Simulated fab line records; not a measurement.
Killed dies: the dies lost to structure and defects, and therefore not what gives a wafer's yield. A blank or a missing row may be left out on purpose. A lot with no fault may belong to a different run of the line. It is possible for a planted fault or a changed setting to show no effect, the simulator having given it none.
Comparing a struck lot with a sound one -- flow nandHarc -- 16 steps out of a route of 1302
Sound: these wafers, L428.4, L428.5, L428.6. The struck wafers were L436.2, L436.3, L436.4. The cause is given at the end.
Each step with rows lists, per side, the tool, then ch with its chambers, then its first start. Under that, the readings that differ: sound wafers -- struck wafers -- difference of the means -- sigmas: that difference in standard deviations of wafers without a fault.
alike: words and numbers the same on both sides, and readings whose means are apart by under 2 such deviations; not compared: readings that were withheld, readings missing a value for some wafer, numbers with overlapping values and no deviation given by the record, and bounds like >300 which may hide the same value.
Wherever a step has rows on one side only, a row that says differs or no value, or a row with sigmas, the two part there. When numbers do not overlap yet have no deviation, they are printed without sigmas and do not part them. A reading that every wafer of one side lacks parts them only if that side has two wafers or more.

NHARC_A_ONON_D2_THK_MEAS_05: measures by ellipsometry.
  sound on filmMetro-02 at day 13 07:53; struck on filmMetro-01 at day 17 01:59
  alike: thkNm
following that, 1 step holds no rows for these wafers, namely NHARC_A_ONON_D2_DEP_06 (target thickness 1000 nm).
NHARC_A_ONON_D2_THK_MEAS_08: measures by ellipsometry.
  sound on filmMetro-02 at day 13 08:27; struck on filmMetro-01 at day 17 02:33
  alike: thkNm
following that, 1 step holds no rows for these wafers, namely NHARC_A_ONON_D2_DEP_09 (target thickness 1000 nm).
NHARC_A_ONON_D2_THK_MEAS_11: measures by ellipsometry.
  sound on filmMetro-01 at day 13 09:01; struck on filmMetro-01 at day 17 03:07
  alike: thkNm
following that, 1 step holds no rows for these wafers, namely NHARC_A_ONON_D2_DEP_12 (target thickness 1000 nm).
NHARC_A_ONON_D2_THK_MEAS_14: measures by ellipsometry.
  sound on filmMetro-02 at day 13 09:35; struck on filmMetro-01 at day 17 03:41
  alike: thkNm
then, 2 steps without rows for these wafers: NHARC_A_ONON_D2_ANNEAL_15 (time 3600 s); NHARC_A_ONON_D2_DEP_16 (target thk 1000 nm).
NHARC_A_ONON_D2_THK_MEAS_18: measures by ellipsometry.
  sound on filmMetro-02 at day 13 20:22; struck on filmMetro-02 at day 17 11:23
  alike: thkNm
following that, 1 step holds no rows for these wafers, namely NHARC_A_ONON_D2_DEP_19 (target thickness 1000 nm).
NHARC_A_ONON_D2_THK_MEAS_21: measures by ellipsometry.
  sound on filmMetro-01 at day 13 20:56; struck on filmMetro-02 at day 17 11:56
  alike: thkNm
NHARC_A_ONON_D2_DEP_22: target thk 1000 nm.
  sound on pecvdOnon-04 ch 0, day 13 21:10; struck on pecvdOnon-01 ch 0, day 17 12:03
NHARC_A_ONON_D2_THK_MEAS_24: measures by ellipsometry.
  sound on filmMetro-02 at day 13 21:31; struck on filmMetro-02 at day 17 12:30
reading,sound,struck,difference,sigmas
thkNm (nm),1008 1008 1007,616 617 617,-391,-36
following that, 1 step holds no rows for these wafers, namely NHARC_A_ONON_D2_DEP_25 (target thickness 1000 nm).
-- the record jumps here: 12 days lie between the struck wafers' starts before and after (it left off in module A_ONON_D2 and takes up again in module END, whose first step shown is number 1302 of the route) --
NHARC_END_SORT_01:
  the record has rows for the struck wafers here (prober-01 ch 0, day 29 10:29) and none for the sound ones

== WHERE THEY PART ==
At NHARC_A_ONON_D2_THK_MEAS_24 first; at NHARC_END_SORT_01 last (within this record only).

WHY: what the simulator had put in
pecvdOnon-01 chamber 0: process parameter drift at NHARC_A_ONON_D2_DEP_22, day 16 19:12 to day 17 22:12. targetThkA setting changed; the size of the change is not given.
